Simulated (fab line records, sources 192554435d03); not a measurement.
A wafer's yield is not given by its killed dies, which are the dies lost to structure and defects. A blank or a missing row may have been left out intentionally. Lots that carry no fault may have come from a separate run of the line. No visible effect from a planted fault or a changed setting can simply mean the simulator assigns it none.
Which tool is to blame? + flow n5Finfet + 24 lots with 72 wafers sampled at 6 steps, on a route of 1938 steps

== WHAT EACH GAUGE READ, for each wafer ==
N5_BEOL_M9_CD_MEAS_11: the cd target is 64.1 nm. Usual: cdNm at 64.4 nm, with a standard deviation of 0.69.
| lot  | measured     | on       | cdNm (nm)      | flag |
|------|--------------|----------|----------------|------|
| L075 | day 9 19:20  | cdSem-03 | 63.0 63.4 63.5 |      |
| L074 | day 9 23:43  | cdSem-01 | 63.7 64.7 64.6 |      |
| L076 | day 10 05:31 | cdSem-03 | 63.6 62.8 63.0 |      |
| L077 | day 10 11:19 | cdSem-03 | 63.6 64.3 63.7 |      |
| L080 | day 10 17:20 | cdSem-03 | 64.0 64.2 63.8 |      |
| L078 | day 10 17:42 | cdSem-02 | 64.5 64.0 64.8 |      |
| L079 | day 10 22:24 | cdSem-03 | 64.6 65.0 64.5 |      |
| L081 | day 11 12:32 | cdSem-01 | 64.6 63.6 66.0 |      |
| L083 | day 11 15:58 | cdSem-02 | 64.3 64.2 64.5 |      |
| L082 | day 11 19:10 | cdSem-02 | 63.0 64.1 64.8 |      |
| L085 | day 12 04:02 | cdSem-02 | 64.2 64.8 64.4 |      |
| L086 | day 12 18:17 | cdSem-03 | 63.8 64.1 63.5 |      |
| L084 | day 12 18:30 | cdSem-02 | 64.2 64.5 64.6 |      |
| L087 | day 12 23:25 | cdSem-03 | 64.8 64.5 63.6 |      |
| L089 | day 13 20:11 | cdSem-02 | 65.2 65.4 64.0 |      |
| L088 | day 13 20:37 | cdSem-03 | 63.8 64.6 63.8 |      |
| L090 | day 14 05:39 | cdSem-01 | 63.3 64.2 64.0 |      |
| L091 | day 14 08:05 | cdSem-02 | 64.4 64.9 64.7 |      |
| L093 | day 14 10:58 | cdSem-02 | 64.5 64.5 64.5 |      |
| L094 | day 14 15:29 | cdSem-02 | 65.4 65.5 64.7 |      |
| L092 | day 14 20:32 | cdSem-02 | 64.2 64.9 64.2 |      |
| L095 | day 14 23:41 | cdSem-02 | 64.7 64.8 65.0 |      |
| L096 | day 15 03:35 | cdSem-03 | 65.5 64.2 64.5 |      |
| L097 | day 15 06:23 | cdSem-02 | 64.4 64.5 63.9 |      |

N5_BEOL_M9_CD_MEAS_28: the cd target is 70 nm. Usual: cdNm at 69.89 nm, with a standard deviation of 0.24.
| lot  | measured     | on       | cdNm (nm)         | flag |
|------|--------------|----------|-------------------|------|
| L075 | day 9 20:29  | cdSem-03 | 70.07 69.90 69.93 |      |
| L074 | day 10 00:52 | cdSem-02 | 70.31 70.22 70.07 |      |
| L076 | day 10 06:22 | cdSem-02 | 69.39 69.92 69.98 |      |
| L077 | day 10 12:58 | cdSem-03 | 69.88 70.00 70.21 |      |
| L080 | day 10 20:14 | cdSem-02 | 69.98 70.49 69.85 |      |
| L078 | day 10 20:25 | cdSem-02 | 69.90 69.52 69.84 |      |
| L079 | day 11 00:38 | cdSem-01 | 69.75 70.18 70.06 |      |
| L081 | day 11 13:36 | cdSem-01 | 70.10 69.70 70.00 |      |
| L083 | day 11 17:23 | cdSem-02 | 69.91 69.69 69.74 |      |
| L082 | day 11 20:01 | cdSem-03 | 69.45 69.59 69.84 |      |
| L085 | day 12 05:06 | cdSem-01 | 69.75 69.91 69.84 |      |
| L086 | day 12 19:49 | cdSem-01 | 69.93 69.94 69.88 |      |
| L084 | day 12 19:52 | cdSem-02 | 69.91 70.21 69.96 |      |
| L087 | day 13 00:29 | cdSem-02 | 70.15 70.46 70.11 |      |
| L089 | day 13 21:52 | cdSem-01 | 69.37 70.35 69.48 |      |
| L088 | day 13 22:02 | cdSem-01 | 69.57 69.78 69.57 |      |
| L090 | day 14 07:13 | cdSem-03 | 69.90 69.65 69.30 |      |
| L091 | day 14 09:07 | cdSem-01 | 70.02 69.77 69.64 |      |
| L093 | day 14 12:14 | cdSem-02 | 70.07 69.97 69.60 |      |
| L094 | day 14 17:23 | cdSem-01 | 70.21 70.09 70.01 |      |
| L092 | day 14 22:19 | cdSem-01 | 69.79 69.87 69.75 |      |
| L095 | day 15 00:41 | cdSem-03 | 70.21 69.65 70.17 |      |
| L096 | day 15 05:44 | cdSem-02 | 70.36 69.88 69.77 |      |
| L097 | day 15 09:02 | cdSem-01 | 69.81 69.98 69.67 |      |

== EACH LOT AND THE TOOL THAT RAN IT (in order: tool; ch and the chambers of the sampled wafers; start) ==
| lot  | N5_BEOL_M8_ETCH_66                | N5_BEOL_M8_ALD_77                  | N5_BEOL_M8_SURFACE_TREAT_79 | N5_BEOL_M8_CMP_52             |
|------|-----------------------------------|------------------------------------|-----------------------------|-------------------------------|
| L075 | rieDiel-04 ch 0,2,3, day 9 09:56  | aldMetal-02 ch 0,2,3, day 9 14:52  | pvdSputter-03, day 9 15:18  | cmp-04 ch 0,1,3, day 9 16:07  |
| L074 | rieDiel-03 ch 0,2,3, day 9 18:06  | aldMetal-01 ch 0,1,2, day 9 19:30  | pvdSputter-02, day 9 19:47  | cmp-04 ch 0,1,3, day 9 20:32  |
| L076 | rieDiel-06 ch 2,3, day 9 23:31    | aldMetal-02 ch 0,1,2, day 10 00:28 | pvdSputter-01, day 10 01:15 | cmp-01 ch 0,1,3, day 10 02:07 |
| L077 | rieDiel-03 ch 1,3, day 10 06:25   | aldMetal-01 ch 0,1,3, day 10 07:37 | pvdSputter-01, day 10 07:59 | cmp-04 ch 0,1, day 10 08:58   |
| L080 | rieDiel-03 ch 0,1,2, day 10 10:12 | aldMetal-01 ch 0,2, day 10 11:16   | pvdSputter-03, day 10 11:37 | cmp-04 ch 0,2,3, day 10 12:24 |
| L078 | rieDiel-04 ch 1,2,3, day 10 10:22 | aldMetal-02 ch 0,1, day 10 11:35   | pvdSputter-01, day 10 11:56 | cmp-04 ch 0,2,3, day 10 13:14 |
| L079 | rieDiel-03 ch 0,1,2, day 10 16:43 | aldMetal-02 ch 0,1,2, day 10 17:41 | pvdSputter-01, day 10 17:59 | cmp-01 ch 0,2,3, day 10 19:29 |
| L081 | rieDiel-04 ch 0,1,2, day 11 07:48 | aldMetal-04 ch 0,1,3, day 11 09:02 | pvdSputter-02, day 11 09:26 | cmp-01 ch 2,3, day 11 10:16   |
| L083 | rieDiel-06 ch 0,1, day 11 10:55   | aldMetal-01 ch 0,2, day 11 12:10   | pvdSputter-01, day 11 12:56 | cmp-03 ch 0,1,3, day 11 14:01 |
| L082 | rieDiel-04 ch 0,1, day 11 13:20   | aldMetal-01 ch 0,1, day 11 14:36   | pvdSputter-03, day 11 14:55 | cmp-04 ch 0,1,2, day 11 17:22 |
| L085 | rieDiel-03 ch 1,2, day 11 19:53   | aldMetal-04 ch 0,2,3, day 11 21:15 | pvdSputter-01, day 11 21:32 | cmp-01 ch 0,2,3, day 12 00:34 |
| L086 | rieDiel-06 ch 1,2, day 12 10:24   | aldMetal-02 ch 1,3, day 12 11:53   | pvdSputter-02, day 12 13:38 | cmp-01 ch 0,1, day 12 14:35   |
| L084 | rieDiel-03 ch 1,2,3, day 12 11:01 | aldMetal-04 ch 0,1,2, day 12 13:54 | pvdSputter-02, day 12 14:17 | cmp-03 ch 0,2,3, day 12 15:04 |
| L087 | rieDiel-06 ch 2,3, day 12 17:46   | aldMetal-01 ch 0,1,2, day 12 20:00 | pvdSputter-03, day 12 20:20 | cmp-01 ch 1,2, day 12 21:21   |
| L089 | rieDiel-04 ch 0,2,3, day 13 13:22 | aldMetal-04 ch 0,1,2, day 13 15:59 | pvdSputter-02, day 13 16:17 | cmp-04 ch 1,2, day 13 16:59   |
| L088 | rieDiel-03 ch 0,2, day 13 15:19   | aldMetal-04 ch 0,3, day 13 16:43   | pvdSputter-02, day 13 17:02 | cmp-03 ch 2,3, day 13 18:02   |
| L090 | rieDiel-04 ch 0,2,3, day 13 22:01 | aldMetal-01 ch 1,2, day 13 23:27   | pvdSputter-02, day 13 23:47 | cmp-01 ch 0,1,2, day 14 02:32 |
| L091 | rieDiel-06 ch 1,2, day 14 02:06   | aldMetal-01 ch 0,2,3, day 14 03:19 | pvdSputter-03, day 14 05:02 | cmp-03 ch 0,1,2, day 14 06:01 |
| L093 | rieDiel-04 ch 0,1,2, day 14 05:13 | aldMetal-01 ch 0,1, day 14 06:35   | pvdSputter-03, day 14 06:56 | cmp-01 ch 0,1,3, day 14 08:02 |
| L094 | rieDiel-04 ch 1,2, day 14 11:13   | aldMetal-04 ch 0,1,3, day 14 12:13 | pvdSputter-02, day 14 12:36 | cmp-04 ch 1,3, day 14 13:49   |
| L092 | rieDiel-04 ch 0,1,3, day 14 14:59 | aldMetal-02 ch 1,2,3, day 14 16:12 | pvdSputter-01, day 14 16:52 | cmp-03 ch 0,1,2, day 14 17:50 |
| L095 | rieDiel-03 ch 0,1,3, day 14 17:56 | aldMetal-01 ch 2,3, day 14 19:05   | pvdSputter-01, day 14 19:24 | cmp-04 ch 0,1, day 14 20:24   |
| L096 | rieDiel-04 ch 1,2,3, day 14 22:45 | aldMetal-01 ch 2,3, day 14 23:59   | pvdSputter-02, day 15 00:20 | cmp-03 ch 1,2,3, day 15 01:39 |
| L097 | rieDiel-04 ch 2,3, day 15 00:59   | aldMetal-01 ch 0,2,3, day 15 02:07 | pvdSputter-03, day 15 02:37 | cmp-03 ch 1,2, day 15 04:12   |
- N5_BEOL_M8_ETCH_66: etches SOC in N2/H2, target depth 80 nm, overetch 16 nm, time 120 s.
- N5_BEOL_M8_ALD_77: deposits TaN, target thk 2 nm, pulse time 2 s, purge time 3 s.
- N5_BEOL_M8_SURFACE_TREAT_79
- N5_BEOL_M8_CMP_52: polishes, stops on SiCOH lowk, t overpolish 6.9 s, target thk 80 nm.

== AS READ BY THE TOOLS THEMSELVES (means over the sampled wafers that have a number; for cases with no such wafer, the mark the record gives instead) ==
N5_BEOL_M8_ETCH_66. Usual: chamberPressureMTorr 30.000 mTorr, standard deviation 0.028; drypumpMotorCurrentA 6.0 A, standard deviation 0.38; oesProductAu 0.60 a.u., standard deviation 0.069; rfVppV 524.0 V, standard deviation 2.3; showerheadPlenumPTorr 2.55 Torr, standard deviation 0.08; throttleValvePct 17.84 %, standard deviation 0.29.
| lot  | tool       | chamberPressureMTorr (mTorr) | drypumpMotorCurrentA (A) | oesProductAu (a.u.) | rfVppV (V) | showerheadPlenumPTorr (Torr) | throttleValvePct (%) | flag |
|------|------------|------------------------------|--------------------------|---------------------|------------|------------------------------|----------------------|------|
| L075 | rieDiel-04 | 29.966                       | 5.9                      | 0.57                | 522.8      | 2.51                         | 17.71                |      |
| L074 | rieDiel-03 | 30.009                       | 6.1                      | 0.63                | 525.2      | 2.58                         | 18.12                |      |
| L076 | rieDiel-06 | 29.997                       | 5.8                      | 0.68                | 522.8      | 2.51                         | 17.79                |      |
| L077 | rieDiel-03 | 29.988                       | 5.6                      | 0.54                | 525.0      | 2.59                         | 17.91                |      |
| L080 | rieDiel-03 | 29.973                       | 5.9                      | 0.63                | 524.7      | 2.61                         | 17.95                |      |
| L078 | rieDiel-04 | 30.014                       | 6.1                      | 0.57                | 524.1      | 2.57                         | 17.82                |      |
| L079 | rieDiel-03 | 30.017                       | 5.9                      | 0.63                | 525.8      | 2.60                         | 17.96                |      |
| L081 | rieDiel-04 | 30.000                       | 6.1                      | 0.57                | 522.5      | 2.51                         | 17.84                |      |
| L083 | rieDiel-06 | 29.987                       | 6.2                      | 0.66                | 526.9      | 2.66                         | 17.72                |      |
| L082 | rieDiel-04 | 30.008                       | 6.2                      | 0.54                | 521.8      | 2.49                         | 17.86                |      |
| L085 | rieDiel-03 | 29.990                       | 5.7                      | 0.62                | 525.5      | 2.59                         | 17.85                |      |
| L086 | rieDiel-06 | 30.000                       | 6.4                      | 0.69                | 524.6      | 2.56                         | 17.54                |      |
| L084 | rieDiel-03 | 29.983                       | 5.7                      | 0.58                | 524.9      | 2.57                         | 17.98                |      |
| L087 | rieDiel-06 | 29.986                       | 5.8                      | 0.64                | 522.5      | 2.50                         | 17.81                |      |
| L089 | rieDiel-04 | 30.006                       | 6.0                      | 0.62                | 522.4      | 2.49                         | 17.62                |      |
| L088 | rieDiel-03 | 30.011                       | 6.0                      | 0.64                | 525.7      | 2.59                         | 18.05                |      |
| L090 | rieDiel-04 | 30.010                       | 5.9                      | 0.62                | 522.4      | 2.49                         | 17.61                |      |
| L091 | rieDiel-06 | 29.999                       | 6.1                      | 0.67                | 523.5      | 2.51                         | 17.61                |      |
| L093 | rieDiel-04 | 29.990                       | 6.0                      | 0.56                | 523.4      | 2.50                         | 17.88                |      |
| L094 | rieDiel-04 | 30.000                       | 5.9                      | 0.57                | 522.2      | 2.52                         | 17.88                |      |
| L092 | rieDiel-04 | 30.009                       | 6.3                      | 0.59                | 523.6      | 2.54                         | 17.72                |      |
| L095 | rieDiel-03 | 29.979                       | 6.0                      | 0.56                | 524.2      | 2.57                         | 18.14                |      |
| L096 | rieDiel-04 | 29.997                       | 6.2                      | 0.61                | 523.9      | 2.56                         | 17.71                |      |
| L097 | rieDiel-04 | 30.009                       | 5.8                      | 0.63                | 522.7      | 2.51                         | 17.63                |      |

N5_BEOL_M8_ALD_77. Usual: heaterPowerW at 417 W, with a standard deviation of 35.
| lot  | tool        | heaterPowerW (W) | flag |
|------|-------------|------------------|------|
| L075 | aldMetal-02 | 403              |      |
| L074 | aldMetal-01 | 446              |      |
| L076 | aldMetal-02 | 385              |      |
| L077 | aldMetal-01 | 442              |      |
| L080 | aldMetal-01 | 447              |      |
| L078 | aldMetal-02 | 364              |      |
| L079 | aldMetal-02 | 398              |      |
| L081 | aldMetal-04 | 376              |      |
| L083 | aldMetal-01 | 455              |      |
| L082 | aldMetal-01 | 463              |      |
| L085 | aldMetal-04 | 401              |      |
| L086 | aldMetal-02 | 384              |      |
| L084 | aldMetal-04 | 413              |      |
| L087 | aldMetal-01 | 448              |      |
| L089 | aldMetal-04 | 409              |      |
| L088 | aldMetal-04 | 373              |      |
| L090 | aldMetal-01 | 431              |      |
| L091 | aldMetal-01 | 441              |      |
| L093 | aldMetal-01 | 464              |      |
| L094 | aldMetal-04 | 383              |      |
| L092 | aldMetal-02 | 399              |      |
| L095 | aldMetal-01 | 418              |      |
| L096 | aldMetal-01 | 431              |      |
| L097 | aldMetal-01 | 431              |      |

N5_BEOL_M8_CMP_52. Usual: barrierFieldEndpointS 28.5 s, standard deviation 0.89; headPressurePsi 1.0002 psi, standard deviation 0.0023; motorCurrentA 6.05 A, standard deviation 0.3; overpolishRunS 6.899 s, standard deviation 0.0093; platenRpm 50.00 rpm, standard deviation 0.032; timeToEndpointS 62 s, standard deviation 3.6.
| lot  | tool   | barrierFieldEndpointS (s) | headPressurePsi (psi) | motorCurrentA (A) | overpolishRunS (s) | platenRpm (rpm) | timeToEndpointS (s) | flag |
|------|--------|---------------------------|-----------------------|-------------------|--------------------|-----------------|---------------------|------|
| L075 | cmp-04 | 28.2                      | 0.9992                | 6.24              | 6.898              | 50.01           | 61                  |      |
| L074 | cmp-04 | 27.2                      | 0.9983                | 6.16              | 6.900              | 50.01           | 59                  |      |
| L076 | cmp-01 | 28.7                      | 1.0009                | 5.93              | 6.903              | 49.99           | 61                  |      |
| L077 | cmp-04 | 28.5                      | 1.0005                | 6.12              | 6.895              | 49.97           | 59                  |      |
| L080 | cmp-04 | 27.9                      | 1.0013                | 6.34              | 6.907              | 50.01           | 63                  |      |
| L078 | cmp-04 | 28.2                      | 1.0016                | 6.39              | 6.905              | 50.03           | 64                  |      |
| L079 | cmp-01 | 28.1                      | 1.0007                | 5.72              | 6.896              | 50.01           | 61                  |      |
| L081 | cmp-01 | 29.8                      | 0.9990                | 5.94              | 6.896              | 50.00           | 65                  |      |
| L083 | cmp-03 | 29.0                      | 1.0004                | 5.97              | 6.904              | 49.99           | 61                  |      |
| L082 | cmp-04 | 27.7                      | 0.9987                | 6.15              | 6.897              | 50.02           | 58                  |      |
| L085 | cmp-01 | 29.6                      | 1.0020                | 5.76              | 6.894              | 49.98           | 68                  |      |
| L086 | cmp-01 | 28.9                      | 1.0011                | 6.14              | 6.895              | 49.99           | 62                  |      |
| L084 | cmp-03 | 27.8                      | 0.9994                | 5.91              | 6.899              | 49.99           | 61                  |      |
| L087 | cmp-01 | 29.4                      | 1.0015                | 6.27              | 6.895              | 50.02           | 66                  |      |
| L089 | cmp-04 | 27.8                      | 1.0001                | 6.35              | 6.900              | 50.02           | 59                  |      |
| L088 | cmp-03 | 29.8                      | 0.9992                | 5.94              | 6.891              | 50.01           | 64                  |      |
| L090 | cmp-01 | 28.2                      | 0.9989                | 6.01              | 6.905              | 50.00           | 63                  |      |
| L091 | cmp-03 | 28.2                      | 1.0011                | 6.05              | 6.906              | 50.02           | 60                  |      |
| L093 | cmp-01 | 28.7                      | 0.9997                | 5.73              | 6.893              | 49.97           | 64                  |      |
| L094 | cmp-04 | 28.7                      | 0.9991                | 6.21              | 6.904              | 49.98           | 63                  |      |
| L092 | cmp-03 | 28.1                      | 1.0014                | 5.86              | 6.906              | 49.98           | 62                  |      |
| L095 | cmp-04 | 28.8                      | 0.9998                | 5.91              | 6.893              | 50.02           | 64                  |      |
| L096 | cmp-03 | 29.3                      | 1.0007                | 5.97              | 6.904              | 50.00           | 65                  |      |
| L097 | cmp-03 | 28.4                      | 1.0010                | 5.91              | 6.903              | 49.99           | 65                  |      |

== THE ANSWER, worked out from the rows above alone ==
Rule: take the mean of a lot's wafers that have a number; if it is more than 3 standard deviations from the usual mean, the lot is off. A lot without any number at a reading at which 4 lots or more have one is off too. Where the step has rows for the other lots, those lots are counted as sound. The gauges are gone through in route order, then the tools' own readings, and for those a lot's mean is taken as printed above. The first step at which some lot is off is used, and at that step the reading that is off furthest; a lot without a number counts as furthest.
Nothing can be told from this: no lot is off at any reading shown.

== WHAT THE SIMULATOR PUT IN ==
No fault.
